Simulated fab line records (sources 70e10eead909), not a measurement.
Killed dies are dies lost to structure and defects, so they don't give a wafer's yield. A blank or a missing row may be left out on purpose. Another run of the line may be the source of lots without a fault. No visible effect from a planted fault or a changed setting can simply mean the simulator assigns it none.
Matching of chambers + flow nand harc + NHARC_A_STAIRCASE_DESCUM_11 on rie diel-03 has 4 sister chambers
The step chemistry O2, time 3 s. 14 wafers are shown with their chamber, then 7 later ones without.

EACH WAFER AND ITS CHAMBER
| wafer  | chamber | showerhead plenum p Torr (Torr) | drypump motor current A (A) | oes product au (a.u.) |
|--------|---------|---------------------------------|-----------------------------|-----------------------|
| L079.1 | 1       | 1.86                            | 5.7                         | 1.004                 |
| L079.5 | 1       | 1.86                            | 5.6                         | 1.002                 |
| L079.6 | 0       | 1.96                            | 5.7                         | 1.010                 |
| L082.1 | 0       | 1.96                            | 5.7                         | 1.011                 |
| L082.3 | 1       | 1.86                            | 5.6                         | 0.995                 |
| L082.6 | 2       | 1.97                            | 5.5                         | 1.013                 |
| L081.1 | 1       | 1.86                            | 5.6                         | 1.011                 |
| L081.3 | 2       | 1.97                            | 5.5                         | 1.022                 |
| L081.6 | 2       | 1.97                            | 5.5                         | 1.021                 |
| L088.1 | 0       | 1.95                            | 5.7                         | 0.997                 |
| L088.3 | 2       | 1.96                            | 5.5                         | 1.011                 |
| L088.5 | 0       | 1.95                            | 5.7                         | 1.006                 |
| L090.1 | 0       | 1.95                            | 5.7                         | 0.999                 |
| L090.2 | 3       | 1.89                            | 5.6                         | 0.990                 |

SIGNATURES (means of the wafers above)
| reading                  | chamber 0 | chamber 1 | chamber 2 | chamber 3 | scatter within a chamber |
|--------------------------|-----------|-----------|-----------|-----------|--------------------------|
| showerhead plenum p Torr | 1.9540    | 1.8600    | 1.9675    | 1.8900    | 0.00442                  |
| drypump motor current A  | 5.700     | 5.625     | 5.500     | 5.600     | 0.0274                   |
| oes product au           | 1.00460   | 1.00300   | 1.01675   | 0.99000   | 0.0062                   |
Rule: a wafer's distance from a chamber is the root of the sum, over the readings, of the square of ((its reading less the chamber's mean) divided by the reading's scatter). The wafer belongs to the nearest chamber; if the next one is less than 2 further off, it can't be placed. The scatter is the square root of a quotient: the sum, over the shown wafers, of each reading's squared deviation from its chamber's mean, divided by wafers minus chambers.

WAFERS WHOSE CHAMBER IS MISSING
| wafer  | showerhead plenum p Torr (Torr) | drypump motor current A (A) | oes product au (a.u.) |
|--------|---------------------------------|-----------------------------|-----------------------|
| L090.6 | 1.96                            | 5.5                         | 1.006                 |
| L094.1 | 1.95                            | 5.7                         | 1.002                 |
| L094.2 | 1.96                            | 5.5                         | 1.005                 |
| L094.3 | 1.85                            | 5.7                         | 1.000                 |
| L093.3 | 1.85                            | 5.7                         | 1.004                 |
| L093.4 | 1.95                            | 5.7                         | 1.012                 |
| L093.5 | 1.85                            | 5.6                         | 1.003                 |

CHAMBER TAKEN BY EACH
| wafer  | from the rows above | in truth |
|--------|---------------------|----------|
| L090.6 | 2                   | 2        |
| L094.1 | 0                   | 0        |
| L094.2 | 2                   | 2        |
| L094.3 | 1                   | 1        |
| L093.3 | 1                   | 1        |
| L093.4 | 0                   | 0        |
| L093.5 | 1                   | 1        |
Correctly placed: 7 of 7. Not placeable from these rows: 0. Number placed wrongly: 0.
